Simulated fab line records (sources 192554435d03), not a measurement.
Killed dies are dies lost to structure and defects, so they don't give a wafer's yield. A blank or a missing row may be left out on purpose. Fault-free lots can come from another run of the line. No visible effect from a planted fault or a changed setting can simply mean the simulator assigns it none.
Matching of chambers    flow n5_finfet    N5_BEOL_M0_SAQP_MANDREL_ETCH_20 on rie_si-01: 4 sister chambers
The step etches a-Si in HBr/Cl2, stops on SiNx, target depth 60 nm, bt time 10 s, time 30 s. 4 wafers are shown with their chamber, then 12 later ones without.

EACH WAFER AND ITS CHAMBER
wafer   chamber  drypump_motor_current_A (A)
L087.2  2        6.3
L087.4  1        6.3
L090.4  3        5.9
L090.5  0        5.4

WAFERS WITH NO CHAMBER GIVEN
wafer   drypump_motor_current_A (A)
L092.1  6.3
L092.4  6.3
L092.5  5.4
L093.3  6.3
L093.4  5.4
L093.5  6.3
L094.1  6.3
L094.2  5.3
L094.5  5.8
L095.2  5.8
L095.3  6.3
L095.4  5.4

EACH ONE'S CHAMBER
wafer   from the rows above      in truth
L092.1  can't be placed: 1 or 2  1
L092.4  can't be placed: 1 or 2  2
L092.5  0                        0
L093.3  can't be placed: 1 or 2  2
L093.4  0                        0
L093.5  can't be placed: 1 or 2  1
L094.1  can't be placed: 1 or 2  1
L094.2  0                        0
L094.5  3                        3
L095.2  3                        3
L095.3  can't be placed: 1 or 2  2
L095.4  0                        0
Correctly placed: 6 of 12. Can't be placed from these rows: 6 (the true chamber is among the candidates in 6). Wrongly placed: 0.
How it was worked out, from the rows above alone: a wafer's distance from a chamber is the root of the sum, over the readings, of the square of ((its reading less the chamber's mean) divided by the reading's scatter). The wafer belongs to the nearest chamber; if the next one is less than 2 further off, it can't be placed. For every chamber, the mean is computed from those of its wafers that are shown. The scatter: with one shown wafer a chamber, the root of the mean of the squares of how far each hidden wafer lies from its nearest shown one.
